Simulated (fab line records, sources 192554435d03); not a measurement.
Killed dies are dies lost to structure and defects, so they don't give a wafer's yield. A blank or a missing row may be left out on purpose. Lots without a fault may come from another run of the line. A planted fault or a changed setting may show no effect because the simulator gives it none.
Which tool did it? | flow n5_finfet | 11 lots, 33 wafers sampled, at 3 steps of a route of 1938

WHAT THE GAUGES READ, wafer by wafer
N5_BEOL_M14_OVL_MEAS_29. Usual: M14_OVL 2 nm, standard deviation 5.7.
lot  | measured     | on         | M14_OVL (nm) | flag
L102 | day 12 06:27 | overlay-02 | 0 13 1       |
L103 | day 12 06:50 | overlay-01 | 3 5 9        |
L104 | day 12 23:09 | overlay-02 | -1 -5 -3     |
L106 | day 12 23:40 | overlay-01 | 3 7 5        |
L108 | day 13 22:55 | overlay-01 | 49 50 47     | OFF
L111 | day 14 07:37 | overlay-01 | 47 44 47     | OFF
L117 | day 15 18:23 | overlay-01 | 2 -1 -5      |
L120 | day 16 09:00 | overlay-01 | -6 2 0       |
L119 | day 16 12:28 | overlay-02 | 2 -4 2       |
L121 | day 16 12:44 | overlay-01 | 8 8 4        |
L122 | day 16 18:55 | overlay-02 | -2 -6 -2     |

WHICH TOOL RAN EACH LOT (tool, then ch and the chambers of the sampled wafers, then the start)
lot  | N5_BEOL_M14_STRIP_64                          | N5_BEOL_M14_EXPOSE_25
L102 | rie_diel-05 ch 1,2,3, day 12 06:15 or earlier | krf_scanner-01 ch 0, day 12 06:15
L103 | rie_diel-01 ch 0,2, day 12 06:38 or earlier   | krf_scanner-01 ch 0, day 12 06:38
L104 | rie_diel-02 ch 0,1,2, day 12 22:57 or earlier | krf_scanner-02 ch 0, day 12 22:57
L106 | rie_diel-01 ch 1,3, day 12 23:28 or earlier   | krf_scanner-02 ch 0, day 12 23:28
L108 | rie_diel-02 ch 0,1,3, day 13 22:43 or earlier | krf_scanner-02 ch 0, day 13 22:43
L111 | rie_diel-05 ch 2,3, day 14 07:25 or earlier   | krf_scanner-02 ch 0, day 14 07:25
L117 | rie_diel-05 ch 1,3, day 15 18:11 or earlier   | krf_scanner-01 ch 0, day 15 18:11
L120 | rie_diel-02 ch 0,1, day 16 08:49 or earlier   | krf_scanner-01 ch 0, day 16 08:49
L119 | rie_diel-01 ch 0,3, day 16 12:16 or earlier   | krf_scanner-01 ch 0, day 16 12:16
L121 | rie_diel-05 ch 1,2,3, day 16 12:32 or earlier | krf_scanner-01 ch 0, day 16 12:32
L122 | rie_diel-01 ch 0,3, day 16 18:43 or earlier   | krf_scanner-01 ch 0, day 16 18:43
- N5_BEOL_M14_STRIP_64: strips in O2.
- N5_BEOL_M14_EXPOSE_25: exposes mask M14, target cd 280 nm.

WHAT THE TOOLS THEMSELVES READ (means of the sampled wafers that have a number; where no wafer has one, the mark that the record gives instead)
N5_BEOL_M14_STRIP_64. Usual: drypump_motor_current_A 5.9 A, standard deviation 0.57; oes_product_au 0.80 a.u., standard deviation 0.088; rf_vpp_V 3.7 V, standard deviation 0.46; showerhead_plenum_p_Torr 2.13 Torr, standard deviation 0.083; throttle_valve_pct 16.58 %, standard deviation 0.27.
lot  | tool        | drypump_motor_current_A (A) | oes_product_au (a.u.) | rf_vpp_V (V) | showerhead_plenum_p_Torr (Torr) | throttle_valve_pct (%) | flag
L102 | rie_diel-05 | 6.1                         | 0.78                  | 3.4          | 2.16                            | 16.57                  |
L103 | rie_diel-01 | 5.5                         | 0.70                  | 3.5          | 2.02                            | 16.78                  |
L104 | rie_diel-02 | 6.1                         | 0.77                  | 3.8          | 2.15                            | 16.45                  |
L106 | rie_diel-01 | 5.4                         | 0.80                  | 3.5          | 2.07                            | 16.47                  |
L108 | rie_diel-02 | 6.2                         | 0.79                  | 3.2          | 2.19                            | 16.52                  |
L111 | rie_diel-05 | 6.0                         | 0.82                  | 3.9          | 2.22                            | 16.61                  |
L117 | rie_diel-05 | 6.4                         | 0.91                  | 3.6          | 2.11                            | 16.10                  |
L120 | rie_diel-02 | 6.3                         | 0.89                  | 3.6          | 2.16                            | 16.09                  |
L119 | rie_diel-01 | 6.2                         | 0.71                  | 3.7          | 2.04                            | 16.71                  |
L121 | rie_diel-05 | 6.1                         | 0.91                  | 4.1          | 2.14                            | 16.30                  |
L122 | rie_diel-01 | 6.2                         | 0.71                  | 3.4          | 2.04                            | 16.72                  |

THE ANSWER, worked out from the rows above alone
Rule: a lot is off if the mean of its wafers that have a number lies more than 3 standard deviations from the usual mean. A lot without any number at a reading at which 4 lots or more have one is off too. The other lots that the step has rows for count as sound. The gauges are gone through in route order, then the tools' own readings, and for those a lot's mean is taken as printed above. The first step at which some lot is off is used, and at that step the reading that is off furthest; a lot without a number counts as furthest.
Off: L108, L111, at N5_BEOL_M14_OVL_MEAS_29 (M14_OVL).
A tool fits if, at a process step before that reading, it ran every lot that is off, and no sound lot after the first of them. The gauges at N5_BEOL_M14_OVL_MEAS_29 are tried like those tools. N5_BEOL_M14_STRIP_64 gives no start for some lots, so the hours and the order of its lots are those of N5_BEOL_M14_EXPOSE_25. One fits: krf_scanner-02 at N5_BEOL_M14_EXPOSE_25. Its last sound lot is L106 (day 12 23:28), its first lot that is off L108 (day 13 22:43): a fault that began between those two fits.

WHAT THE SIMULATOR HAD PUT IN
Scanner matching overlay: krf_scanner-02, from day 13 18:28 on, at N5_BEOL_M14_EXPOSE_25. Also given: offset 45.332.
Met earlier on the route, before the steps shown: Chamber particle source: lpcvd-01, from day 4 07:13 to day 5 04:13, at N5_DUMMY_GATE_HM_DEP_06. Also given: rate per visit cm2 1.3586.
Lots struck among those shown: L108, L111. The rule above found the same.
